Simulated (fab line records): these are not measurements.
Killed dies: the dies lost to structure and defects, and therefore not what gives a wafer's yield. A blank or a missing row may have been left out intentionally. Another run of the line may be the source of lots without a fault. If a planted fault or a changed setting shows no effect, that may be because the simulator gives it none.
A struck lot beside a sound one :: flow n5 finfet :: 13 steps out of a route of 1938
Sound: wafers L495.1, L495.4, L495.6. Wafers struck: L506.1, L506.5, L506.6. The cause is given at the end.
Per side, at each step with rows, come the tool, then ch with its chambers, and then its first start. Under that, the readings that differ: sound wafers :: struck wafers :: difference of the means :: sigmas: that difference in standard deviations of wafers without a fault.
alike: readings whose means differ by less than 2 such deviations, and words and numbers that are the same on both sides. not compared: withheld readings, readings that some wafer has no value for, bounds like >300 that may hide the same value, and numbers for which the record gives no deviation and whose values overlap.
A row with sigmas, a row that says differs or no value, or rows on one side alone: a step with any of these is where the two part. When numbers do not overlap yet have no deviation, they are printed without sigmas and do not part them. Lack of a reading on every wafer of one side parts them only where that side has two or more wafers.

first, 3 steps without rows for these wafers: N5_SD_EPI_P_PRECLEAN_51 (cleans in NF3:NH3, afs cycles 1, time 20 s, sublimation time 60 s); N5_SD_EPI_P_VAPOR_ETCH_44 (etches SiGe30 in NF3/Ar, time 3.3 s); N5_SD_EPI_P_EPI_21 (deposits SiGe:B, time 355 s).
N5_SD_EPI_P_EPI_MEAS_23:
  struck on film metro-01, day 6 09:58; sound on film metro-01, day 3 18:17
  alike: thk nm
then, 6 steps without rows for these wafers: N5_SD_EPI_P_HM_STRIP_48 (strips SiNx in H3PO4, material SiNx, target depth 3 nm); N5_SD_EPI_P_SRD_49 (time 30 s); N5_SD_EPI_P_PRECLEAN_24 (cleans in O3/DIW, time 45 s); N5_SD_EPI_P_PRECLEAN_32 (cleans in dHF, time 10 s); N5_SD_EPI_P_PRECLEAN_33 (cleans in SC2, time 45 s); N5_SD_EPI_P_SRD_25 (time 30 s).
N5_SD_EPI_P_INSPECT_26: inspects for defects (darkfield).
  struck on defect inspect-01, day 6 10:08; sound on defect inspect-02, day 3 18:27
  alike: raw defect count
N5_SD_ACTIVATION_RTA_00: time 0 s.
  sound on rtp anneal-02 ch 0, day 3 18:31; struck on rtp anneal-01 ch 0, day 6 10:13
  alike: lamp power pct, lamp_zone_5_pct, wafer_temp_C_max
N5_SD_ACTIVATION_LSA_01: time 0.0008 s.
  sound on laser anneal-02 ch 0, day 3 18:43; struck on laser anneal-02 ch 0, day 6 10:26
reading: wafer_temp_C_max
sound: 1084.7 1084.8 1085.4
struck: 1064.6 1064.6 1063.4
difference: -20.8
sigmas: -21

## WHERE THEY PART
At N5_SD_ACTIVATION_LSA_01 and nowhere else, as far as this record goes.

WHY: what the simulator had put in
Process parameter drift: laser anneal-02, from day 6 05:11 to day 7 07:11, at N5_SD_ACTIVATION_LSA_01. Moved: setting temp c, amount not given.
